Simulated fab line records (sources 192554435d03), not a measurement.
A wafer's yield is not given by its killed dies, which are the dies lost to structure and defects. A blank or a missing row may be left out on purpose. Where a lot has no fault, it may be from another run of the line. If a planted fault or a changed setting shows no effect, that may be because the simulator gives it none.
fab line records / flow n5-finfet / part 2 of 2: steps 17 to 21 of 21
record: lots: 5 wafers: 15 last-day: 18
route steps=1938 shown FIN_SAQP@119
lots that met no fault: from a run of the same line without faults
start-h: hours from the record's opening day to when the first of the lot's shown wafers began / wait-h: hours since the lot's step before / " same as the row above / L1.1+2: several wafers, shown together as one row / - value missing, or start not given / * or withheld: withheld / < > ~ a bound
route shown NAME@n: NAME is a module with steps in the file, n the number in the route of the first one / usual: average and standard deviation across the fault-free wafers / same: alike in all rows / chamber/n: place in a boat / sites: per-site readings / _std_site: the standard deviation of these / _edge_site: inner sites' mean taken away from outer sites' mean / radius-mm: how far each site lies from the wafer's centre / mask NAME#n: copy n / behind: the most recent tool/chamber to have shaped the wafer / hold: what put the lot on hold/how long, in hours/how the hold closed / device: the transistor (n, p or np) that didn't switch / end of line: the same wafers' tests at the end of the route / a step without rows: its recipe alone / killed: dies lost to structure and defects at the first sort, not the wafer's yield / map: per-die view of a wafer (x killed, . not killed, _ where there is no die)
set.NAME: the setting the step ran with; set.NAME@STEP: the setting that earlier step ran with / model.NAME: the simulator's own value behind a step, which no gauge read
a table for each step, a row for each wafer; lots at some steps of the route
services: when a tool's chamber went out of use (start-h, in hours from the record's first day, below 0 if earlier), for how many hours, and the reason
== steps ==
step: N5_FIN_SAQP_ETCH_67
recipe: chemistry: CH3F/O2 target: SiNx target-depth-a: 300 mask-material: SOC pressure-mtorr: 30 source-w: 395 bias-w: 73 Ar_flow_sccm: 150 CH3F_flow_sccm: 30 O2_flow_sccm: 20 ion-energy-ev: 120
usual: drypump-motor-current-A: 5.6/0.61 mfc-ar-sccm: 150.0/0.47 oes_o_777_au: 0.78/0.081 oes-product-au: 0.77/0.089 rf-vpp-V: 296/7.7 showerhead-plenum-p-Torr: 2.01/0.065 throttle-valve-pct: 16.3/0.33
lot.wafer=L076.2 tool=rie-diel-06 chamber=2 start-h=37.33 wait-h=0.0 drypump-motor-current-A=6.5 mfc-ar-sccm=150.6 oes_o_777_au=0.75 oes-product-au=0.73 rf-hours-counter-h=189 rf-vpp-V=285 showerhead-plenum-p-Torr=1.92 throttle-valve-pct=16.9
lot.wafer=L076.4 tool=rie-diel-06 chamber=1 start-h=37.33 wait-h=0.0 drypump-motor-current-A=5.1 mfc-ar-sccm=150.6 oes_o_777_au=0.72 oes-product-au=0.70 rf-hours-counter-h=205 rf-vpp-V=289 showerhead-plenum-p-Torr=1.98 throttle-valve-pct=16.3
lot.wafer=L076.6 tool=rie-diel-06 chamber=2 start-h=37.33 wait-h=0.0 drypump-motor-current-A=6.4 mfc-ar-sccm=150.5 oes_o_777_au=0.75 oes-product-au=0.73 rf-hours-counter-h=- rf-vpp-V=284 showerhead-plenum-p-Torr=1.92 throttle-valve-pct=16.9
lot.wafer=L082.1 tool=rie-diel-05 chamber=1 start-h=72.94 wait-h=0.0 drypump-motor-current-A=4.9 mfc-ar-sccm=150.0 oes_o_777_au=0.71 oes-product-au=0.69 rf-hours-counter-h=231 rf-vpp-V=288 showerhead-plenum-p-Torr=1.96 throttle-valve-pct=16.1
lot.wafer=L082.4 tool=rie-diel-05 chamber=3 start-h=72.94 wait-h=0.0 drypump-motor-current-A=5.4 mfc-ar-sccm=150.6 oes_o_777_au=0.72 oes-product-au=0.71 rf-hours-counter-h=204 rf-vpp-V=298 showerhead-plenum-p-Torr=1.99 throttle-valve-pct=16.4
lot.wafer=L082.5 tool=rie-diel-05 chamber=0 start-h=72.94 wait-h=0.0 drypump-motor-current-A=5.2 mfc-ar-sccm=150.2 oes_o_777_au=0.82 oes-product-au=0.84 rf-hours-counter-h=- rf-vpp-V=292 showerhead-plenum-p-Torr=1.97 throttle-valve-pct=16.1
lot.wafer=L088.1 tool=rie-diel-06 chamber=3 start-h=110.14 wait-h=0.0 drypump-motor-current-A=6.6 mfc-ar-sccm=150.6 oes_o_777_au=0.72 oes-product-au=0.71 rf-hours-counter-h=192 rf-vpp-V=301 showerhead-plenum-p-Torr=2.06 throttle-valve-pct=16.5
lot.wafer=L088.3 tool=rie-diel-06 chamber=1 start-h=110.14 wait-h=0.0 drypump-motor-current-A=5.1 mfc-ar-sccm=149.5 oes_o_777_au=0.70 oes-product-au=0.68 rf-hours-counter-h=229 rf-vpp-V=291 showerhead-plenum-p-Torr=1.97 throttle-valve-pct=16.3
lot.wafer=L088.4 tool=rie-diel-06 chamber=0 start-h=110.14 wait-h=0.0 drypump-motor-current-A=4.9 mfc-ar-sccm=149.8 oes_o_777_au=0.94 oes-product-au=0.92 rf-hours-counter-h=28 rf-vpp-V=304 showerhead-plenum-p-Torr=2.13 throttle-valve-pct=15.9
lot.wafer=L095.2 tool=rie-diel-06 chamber=3 start-h=151.36 wait-h=0.0 drypump-motor-current-A=6.6 mfc-ar-sccm=150.5 oes_o_777_au=0.71 oes-product-au=0.69 rf-hours-counter-h=207 rf-vpp-V=301 showerhead-plenum-p-Torr=2.06 throttle-valve-pct=16.6
lot.wafer=L095.5 tool=rie-diel-06 chamber=2 start-h=151.36 wait-h=0.0 drypump-motor-current-A=6.4 mfc-ar-sccm=150.0 oes_o_777_au=0.72 oes-product-au=0.70 rf-hours-counter-h=- rf-vpp-V=285 showerhead-plenum-p-Torr=1.91 throttle-valve-pct=17.0
lot.wafer=L095.6 tool=rie-diel-06 chamber=1 start-h=151.36 wait-h=0.0 drypump-motor-current-A=5.1 mfc-ar-sccm=149.5 oes_o_777_au=0.69 oes-product-au=0.67 rf-hours-counter-h=- rf-vpp-V=289 showerhead-plenum-p-Torr=1.97 throttle-valve-pct=16.4
lot.wafer=L097.1 tool=rie-diel-06 chamber=0 start-h=162.55 wait-h=0.0 drypump-motor-current-A=5.0 mfc-ar-sccm=149.9 oes_o_777_au=0.90 oes-product-au=0.91 rf-hours-counter-h=47 rf-vpp-V=304 showerhead-plenum-p-Torr=2.12 throttle-valve-pct=16.0
lot.wafer=L097.4 tool=rie-diel-06 chamber=3 start-h=162.55 wait-h=0.0 drypump-motor-current-A=6.6 mfc-ar-sccm=149.7 oes_o_777_au=0.71 oes-product-au=0.71 rf-hours-counter-h=210 rf-vpp-V=301 showerhead-plenum-p-Torr=2.05 throttle-valve-pct=16.6
lot.wafer=L097.6 tool=rie-diel-06 chamber=1 start-h=162.55 wait-h=0.0 drypump-motor-current-A=5.1 mfc-ar-sccm=149.8 oes_o_777_au=0.69 oes-product-au=0.66 rf-hours-counter-h=- rf-vpp-V=290 showerhead-plenum-p-Torr=1.97 throttle-valve-pct=16.4
step: N5_FIN_SAQP_STRIP_70
recipe: chemistry: N2/H2 power-w: 500 temp-c: 40 pressure-mtorr: 50 rf-frequency-hz: 6e+07 overash-fraction: 0.3 bias-power-w: 28 h2-frac: 0.5 n2-flow-sccm: 300 h2-flow-sccm: 300
usual: drypump-motor-current-A: 5.6/0.62 oes-product-au: 0.78/0.089 rf-vpp-V: 121.9/1.1 showerhead-plenum-p-Torr: 3.37/0.12 temp-c: 40.00/0.11 throttle-valve-pct: 18.7/0.33
lot.wafer=L076.2 tool=rie-diel-06 chamber=2 start-h=37.37 wait-h=0.0 drypump-motor-current-A=6.5 oes-product-au=0.73 rf-hours-counter-h=189 rf-vpp-V=121.4 showerhead-plenum-p-Torr=3.19 temp-c=40.07 throttle-valve-pct=19.3
lot.wafer=L076.4 tool=rie-diel-06 chamber=1 start-h=37.37 wait-h=0.0 drypump-motor-current-A=5.1 oes-product-au=0.69 rf-hours-counter-h=205 rf-vpp-V=122.8 showerhead-plenum-p-Torr=3.33 temp-c=39.96 throttle-valve-pct=18.6
lot.wafer=L076.6 tool=rie-diel-06 chamber=2 start-h=37.37 wait-h=0.0 drypump-motor-current-A=6.5 oes-product-au=0.73 rf-hours-counter-h=- rf-vpp-V=121.1 showerhead-plenum-p-Torr=3.19 temp-c=39.83 throttle-valve-pct=19.3
lot.wafer=L082.1 tool=rie-diel-05 chamber=1 start-h=72.98 wait-h=0.0 drypump-motor-current-A=4.9 oes-product-au=0.70 rf-hours-counter-h=231 rf-vpp-V=120.0 showerhead-plenum-p-Torr=3.31 temp-c=39.90 throttle-valve-pct=18.4
lot.wafer=L082.4 tool=rie-diel-05 chamber=3 start-h=72.98 wait-h=0.0 drypump-motor-current-A=5.4 oes-product-au=0.72 rf-hours-counter-h=204 rf-vpp-V=121.5 showerhead-plenum-p-Torr=3.34 temp-c=39.92 throttle-valve-pct=19.0
lot.wafer=L082.5 tool=rie-diel-05 chamber=0 start-h=72.98 wait-h=0.0 drypump-motor-current-A=5.3 oes-product-au=0.85 rf-hours-counter-h=- rf-vpp-V=121.3 showerhead-plenum-p-Torr=3.28 temp-c=39.92 throttle-valve-pct=18.9
lot.wafer=L088.1 tool=rie-diel-06 chamber=3 start-h=110.18 wait-h=0.0 drypump-motor-current-A=6.7 oes-product-au=0.72 rf-hours-counter-h=192 rf-vpp-V=124.8 showerhead-plenum-p-Torr=3.45 temp-c=39.96 throttle-valve-pct=18.9
lot.wafer=L088.3 tool=rie-diel-06 chamber=1 start-h=110.18 wait-h=0.0 drypump-motor-current-A=5.1 oes-product-au=0.68 rf-hours-counter-h=229 rf-vpp-V=120.9 showerhead-plenum-p-Torr=3.32 temp-c=40.09 throttle-valve-pct=18.7
lot.wafer=L088.4 tool=rie-diel-06 chamber=0 start-h=110.18 wait-h=0.0 drypump-motor-current-A=5.0 oes-product-au=0.93 rf-hours-counter-h=28 rf-vpp-V=121.1 showerhead-plenum-p-Torr=3.57 temp-c=39.89 throttle-valve-pct=18.3
lot.wafer=L095.2 tool=rie-diel-06 chamber=3 start-h=151.40 wait-h=0.0 drypump-motor-current-A=6.7 oes-product-au=0.71 rf-hours-counter-h=207 rf-vpp-V=121.5 showerhead-plenum-p-Torr=3.44 temp-c=39.87 throttle-valve-pct=19.0
lot.wafer=L095.5 tool=rie-diel-06 chamber=2 start-h=151.40 wait-h=0.0 drypump-motor-current-A=6.4 oes-product-au=0.71 rf-hours-counter-h=- rf-vpp-V=119.1 showerhead-plenum-p-Torr=3.17 temp-c=40.14 throttle-valve-pct=19.3
lot.wafer=L095.6 tool=rie-diel-06 chamber=1 start-h=151.40 wait-h=0.0 drypump-motor-current-A=5.1 oes-product-au=0.66 rf-hours-counter-h=- rf-vpp-V=121.3 showerhead-plenum-p-Torr=3.31 temp-c=40.03 throttle-valve-pct=18.7
lot.wafer=L097.1 tool=rie-diel-06 chamber=0 start-h=162.59 wait-h=0.0 drypump-motor-current-A=5.0 oes-product-au=0.89 rf-hours-counter-h=47 rf-vpp-V=122.3 showerhead-plenum-p-Torr=3.56 temp-c=40.00 throttle-valve-pct=18.4
lot.wafer=L097.4 tool=rie-diel-06 chamber=3 start-h=162.59 wait-h=0.0 drypump-motor-current-A=6.6 oes-product-au=0.69 rf-hours-counter-h=210 rf-vpp-V=123.2 showerhead-plenum-p-Torr=3.44 temp-c=40.14 throttle-valve-pct=18.9
lot.wafer=L097.6 tool=rie-diel-06 chamber=1 start-h=162.59 wait-h=0.0 drypump-motor-current-A=5.1 oes-product-au=0.66 rf-hours-counter-h=- rf-vpp-V=120.9 showerhead-plenum-p-Torr=3.31 temp-c=39.94 throttle-valve-pct=18.7
step: N5_FIN_SAQP_RECESS_71
recipe: chemistry: HF/NH3 target: SiO2 target-depth-a: 30 afs-cycles: 1 temp-c: 30 sublimation-temp-c: 180 sublimation-time-s: 60
usual: drypump-motor-current-A: 5.6/0.38 temp-c: 30.00/0.11
lot.wafer=L076.2 tool=vapor-etch-02 chamber=1 start-h=37.43 wait-h=0.0 drypump-motor-current-A=6.2 temp-c=30.14
lot.wafer=L076.4 tool=vapor-etch-02 chamber=1 start-h=37.43 wait-h=0.0 drypump-motor-current-A=6.2 temp-c=29.98
lot.wafer=L076.6 tool=vapor-etch-02 chamber=1 start-h=37.43 wait-h=0.0 drypump-motor-current-A=6.2 temp-c=30.14
lot.wafer=L082.1 tool=vapor-etch-01 chamber=0 start-h=73.04 wait-h=0.0 drypump-motor-current-A=5.4 temp-c=29.99
lot.wafer=L082.4 tool=vapor-etch-01 chamber=1 start-h=73.04 wait-h=0.0 drypump-motor-current-A=5.4 temp-c=29.93
lot.wafer=L082.5 tool=vapor-etch-01 chamber=0 start-h=73.04 wait-h=0.0 drypump-motor-current-A=5.3 temp-c=30.00
lot.wafer=L088.1 tool=vapor-etch-01 chamber=1 start-h=110.24 wait-h=0.0 drypump-motor-current-A=5.4 temp-c=30.11
lot.wafer=L088.3 tool=vapor-etch-01 chamber=0 start-h=110.24 wait-h=0.0 drypump-motor-current-A=5.4 temp-c=29.99
lot.wafer=L088.4 tool=vapor-etch-01 chamber=1 start-h=110.24 wait-h=0.0 drypump-motor-current-A=5.4 temp-c=30.04
lot.wafer=L095.2 tool=vapor-etch-02 chamber=0 start-h=151.46 wait-h=0.0 drypump-motor-current-A=5.3 temp-c=29.94
lot.wafer=L095.5 tool=vapor-etch-02 chamber=1 start-h=151.46 wait-h=0.0 drypump-motor-current-A=6.2 temp-c=30.18
lot.wafer=L095.6 tool=vapor-etch-02 chamber=0 start-h=151.46 wait-h=0.0 drypump-motor-current-A=5.4 temp-c=29.87
lot.wafer=L097.1 tool=vapor-etch-01 chamber=0 start-h=162.65 wait-h=0.0 drypump-motor-current-A=5.4 temp-c=30.00
lot.wafer=L097.4 tool=vapor-etch-01 chamber=1 start-h=162.65 wait-h=0.0 drypump-motor-current-A=5.4 temp-c=29.99
lot.wafer=L097.6 tool=vapor-etch-01 chamber=0 start-h=162.65 wait-h=0.0 drypump-motor-current-A=5.4 temp-c=29.86
step: N5_FIN_SAQP_SPACER2_ALD_28
recipe: material: SiO2 target-thk-a: 81 temp-c: 300 ald-precursor-family: BDEAS ald-co-reactant: O2-plasma pulse-time-s: 1 purge-time-s: 2 co-reactant-purge-time-s: 2 pressure-torr: 2
usual: heater-power-w: 465/66 precursor-pulse-height-rel: 1.002/0.02 susceptor-temp-C: 300.02/0.23
same: purge-time-s: 2
lot.wafer=L076.2 tool=ald-sin-01 chamber=0 start-h=37.58 wait-h=0.1 heater-power-w=464 precursor-pulse-height-rel=1.003 susceptor-temp-C=300.53
lot.wafer=L076.4 tool=ald-sin-01 chamber=2 start-h=37.58 wait-h=0.1 heater-power-w=552 precursor-pulse-height-rel=0.970 susceptor-temp-C=299.68
lot.wafer=L076.6 tool=ald-sin-01 chamber=2 start-h=37.58 wait-h=0.1 heater-power-w=539 precursor-pulse-height-rel=1.009 susceptor-temp-C=299.70
lot.wafer=L082.1 tool=ald-sin-04 chamber=1 start-h=73.22 wait-h=0.1 heater-power-w=428 precursor-pulse-height-rel=0.972 susceptor-temp-C=299.86
lot.wafer=L082.4 tool=ald-sin-04 chamber=0 start-h=73.22 wait-h=0.1 heater-power-w=531 precursor-pulse-height-rel=1.024 susceptor-temp-C=300.20
lot.wafer=L082.5 tool=ald-sin-04 chamber=3 start-h=73.22 wait-h=0.1 heater-power-w=371 precursor-pulse-height-rel=1.011 susceptor-temp-C=300.12
lot.wafer=L088.1 tool=ald-sin-01 chamber=0 start-h=110.38 wait-h=0.1 heater-power-w=476 precursor-pulse-height-rel=0.994 susceptor-temp-C=299.98
lot.wafer=L088.3 tool=ald-sin-01 chamber=3 start-h=110.38 wait-h=0.1 heater-power-w=539 precursor-pulse-height-rel=1.020 susceptor-temp-C=299.67
lot.wafer=L088.4 tool=ald-sin-01 chamber=1 start-h=110.38 wait-h=0.1 heater-power-w=432 precursor-pulse-height-rel=1.039 susceptor-temp-C=299.77
lot.wafer=L095.2 tool=ald-sin-04 chamber=2 start-h=151.81 wait-h=0.3 heater-power-w=497 precursor-pulse-height-rel=1.001 susceptor-temp-C=299.88
lot.wafer=L095.5 tool=ald-sin-04 chamber=1 start-h=151.81 wait-h=0.3 heater-power-w=441 precursor-pulse-height-rel=0.980 susceptor-temp-C=299.72
lot.wafer=L095.6 tool=ald-sin-04 chamber=2 start-h=151.81 wait-h=0.3 heater-power-w=508 precursor-pulse-height-rel=0.947 susceptor-temp-C=299.81
lot.wafer=L097.1 tool=ald-sin-01 chamber=2 start-h=163.04 wait-h=0.4 heater-power-w=554 precursor-pulse-height-rel=0.966 susceptor-temp-C=300.21
lot.wafer=L097.4 tool=ald-sin-01 chamber=3 start-h=163.04 wait-h=0.4 heater-power-w=552 precursor-pulse-height-rel=1.045 susceptor-temp-C=299.97
lot.wafer=L097.6 tool=ald-sin-01 chamber=2 start-h=163.04 wait-h=0.4 heater-power-w=547 precursor-pulse-height-rel=0.983 susceptor-temp-C=299.79
step: N5_FIN_SAQP_SPACER2_ETCHBACK_29
recipe: chemistry: CHF3/O2 mode: anisotropic-etchback target: SiO2 target-depth-a: 122 time-s: 6.1 pressure-mtorr: 30 source-w: 650 bias-w: 170 Ar_flow_sccm: 200 CHF3_flow_sccm: 50 O2_flow_sccm: 5 ion-energy-ev: 200
usual: drypump-motor-current-A: 5.6/0.58 mfc-ar-sccm: 200.0/0.6 oes_o_777_au: 0.79/0.087 oes-product-au: 0.78/0.095 rf-vpp-V: 522/13 showerhead-plenum-p-Torr: 2.42/0.076 throttle-valve-pct: 18.8/0.31
lot.wafer=L076.2 tool=rie-diel-02 chamber=2 start-h=37.90 wait-h=0.2 drypump-motor-current-A=5.3 mfc-ar-sccm=199.9 oes_o_777_au=0.67 oes-product-au=0.66 rf-hours-counter-h=250 rf-vpp-V=541 showerhead-plenum-p-Torr=2.26 throttle-valve-pct=18.6
lot.wafer=L076.4 tool=rie-diel-02 chamber=0 start-h=37.90 wait-h=0.2 drypump-motor-current-A=5.7 mfc-ar-sccm=200.7 oes_o_777_au=0.93 oes-product-au=0.93 rf-hours-counter-h=20 rf-vpp-V=525 showerhead-plenum-p-Torr=2.37 throttle-valve-pct=18.5
lot.wafer=L076.6 tool=rie-diel-02 chamber=2 start-h=37.90 wait-h=0.2 drypump-motor-current-A=5.3 mfc-ar-sccm=199.9 oes_o_777_au=0.68 oes-product-au=0.67 rf-hours-counter-h=- rf-vpp-V=541 showerhead-plenum-p-Torr=2.26 throttle-valve-pct=18.6
lot.wafer=L082.1 tool=rie-diel-05 chamber=1 start-h=73.55 wait-h=0.2 drypump-motor-current-A=4.9 mfc-ar-sccm=200.6 oes_o_777_au=0.70 oes-product-au=0.70 rf-hours-counter-h=231 rf-vpp-V=509 showerhead-plenum-p-Torr=2.37 throttle-valve-pct=18.6
lot.wafer=L082.4 tool=rie-diel-05 chamber=2 start-h=73.55 wait-h=0.2 drypump-motor-current-A=5.6 mfc-ar-sccm=199.3 oes_o_777_au=0.84 oes-product-au=0.84 rf-hours-counter-h=69 rf-vpp-V=528 showerhead-plenum-p-Torr=2.45 throttle-valve-pct=18.8
lot.wafer=L082.5 tool=rie-diel-05 chamber=3 start-h=73.55 wait-h=0.2 drypump-motor-current-A=5.4 mfc-ar-sccm=199.7 oes_o_777_au=0.72 oes-product-au=0.70 rf-hours-counter-h=- rf-vpp-V=525 showerhead-plenum-p-Torr=2.40 throttle-valve-pct=18.9
lot.wafer=L088.1 tool=rie-diel-02 chamber=2 start-h=110.73 wait-h=0.2 drypump-motor-current-A=5.3 mfc-ar-sccm=199.5 oes_o_777_au=0.94 oes-product-au=0.93 rf-hours-counter-h=17 rf-vpp-V=549 showerhead-plenum-p-Torr=2.54 throttle-valve-pct=18.3
lot.wafer=L088.3 tool=rie-diel-02 chamber=1 start-h=110.73 wait-h=0.2 drypump-motor-current-A=6.0 mfc-ar-sccm=200.3 oes_o_777_au=0.73 oes-product-au=0.74 rf-hours-counter-h=191 rf-vpp-V=543 showerhead-plenum-p-Torr=2.48 throttle-valve-pct=18.9
lot.wafer=L088.4 tool=rie-diel-02 chamber=0 start-h=110.73 wait-h=0.2 drypump-motor-current-A=5.7 mfc-ar-sccm=200.4 oes_o_777_au=0.88 oes-product-au=0.88 rf-hours-counter-h=45 rf-vpp-V=525 showerhead-plenum-p-Torr=2.36 throttle-valve-pct=18.5
lot.wafer=L095.2 tool=rie-diel-06 chamber=1 start-h=152.13 wait-h=0.2 drypump-motor-current-A=5.1 mfc-ar-sccm=200.1 oes_o_777_au=0.70 oes-product-au=0.68 rf-hours-counter-h=244 rf-vpp-V=509 showerhead-plenum-p-Torr=2.37 throttle-valve-pct=18.9
lot.wafer=L095.5 tool=rie-diel-06 chamber=1 start-h=152.13 wait-h=0.2 drypump-motor-current-A=5.1 mfc-ar-sccm=198.8 oes_o_777_au=0.69 oes-product-au=0.67 rf-hours-counter-h=- rf-vpp-V=509 showerhead-plenum-p-Torr=2.37 throttle-valve-pct=18.8
lot.wafer=L095.6 tool=rie-diel-06 chamber=0 start-h=152.13 wait-h=0.2 drypump-motor-current-A=5.0 mfc-ar-sccm=200.0 oes_o_777_au=0.89 oes-product-au=0.90 rf-hours-counter-h=- rf-vpp-V=538 showerhead-plenum-p-Torr=2.55 throttle-valve-pct=18.5
lot.wafer=L097.1 tool=rie-diel-06 chamber=2 start-h=163.52 wait-h=0.3 drypump-motor-current-A=6.4 mfc-ar-sccm=200.7 oes_o_777_au=0.73 oes-product-au=0.70 rf-hours-counter-h=232 rf-vpp-V=499 showerhead-plenum-p-Torr=2.30 throttle-valve-pct=19.5
lot.wafer=L097.4 tool=rie-diel-06 chamber=0 start-h=163.52 wait-h=0.3 drypump-motor-current-A=5.0 mfc-ar-sccm=200.1 oes_o_777_au=0.90 oes-product-au=0.89 rf-hours-counter-h=47 rf-vpp-V=536 showerhead-plenum-p-Torr=2.55 throttle-valve-pct=18.5
lot.wafer=L097.6 tool=rie-diel-06 chamber=3 start-h=163.52 wait-h=0.3 drypump-motor-current-A=6.6 mfc-ar-sccm=200.1 oes_o_777_au=0.73 oes-product-au=0.70 rf-hours-counter-h=- rf-vpp-V=530 showerhead-plenum-p-Torr=2.47 throttle-valve-pct=19.1
== services ==
tool=rie-si-04 chamber=2 start-h=11.20 hours=4.0 kind=repair
tool=wet-bench-06 chamber=- start-h=17.78 hours=1.2 kind=repair
tool=rie-diel-05 chamber=0 start-h=20.51 hours=15.5 kind=repair
tool=rie-si-01 chamber=2 start-h=21.23 hours=1.0 kind=repair
tool=rie-si-04 chamber=2 start-h=23.34 hours=3.4 kind=repair
tool=rie-diel-02 chamber=2 start-h=39.15 hours=- kind=clean
tool=rie-diel-02 chamber=2 start-h=39.15 hours=- kind=consumable-replace:focus-ring
tool=rie-diel-02 chamber=2 start-h=39.15 hours=- kind=consumable-replace:showerhead
tool=ald-sin-04 chamber=1 start-h=47.91 hours=8.5 kind=repair
tool=rie-diel-05 chamber=3 start-h=54.01 hours=8.8 kind=repair
tool=rie-diel-06 chamber=0 start-h=79.05 hours=8.7 kind=repair
tool=rie-diel-02 chamber=1 start-h=87.10 hours=2.7 kind=repair
tool=rie-diel-02 chamber=0 start-h=122.41 hours=2.5 kind=repair
tool=rie-si-04 chamber=2 start-h=123.18 hours=11.6 kind=repair
tool=ald-sin-04 chamber=1 start-h=126.36 hours=4.3 kind=repair
tool=vapor-etch-01 chamber=1 start-h=128.25 hours=3.4 kind=repair
tool=rie-diel-05 chamber=1 start-h=129.72 hours=- kind=clean
tool=rie-diel-05 chamber=1 start-h=129.72 hours=- kind=consumable-replace:focus-ring
tool=rie-diel-05 chamber=1 start-h=129.72 hours=12.8 kind=scheduled-down
tool=rie-diel-05 chamber=1 start-h=129.72 hours=12.8 kind=vent-cycle
tool=rie-si-03 chamber=3 start-h=134.26 hours=7.4 kind=repair
tool=rie-diel-02 chamber=0 start-h=151.41 hours=1.6 kind=repair
tool=ald-sin-01 chamber=0 start-h=155.73 hours=9.2 kind=repair
tool=ald-sin-01 chamber=1 start-h=159.89 hours=16.0 kind=repair
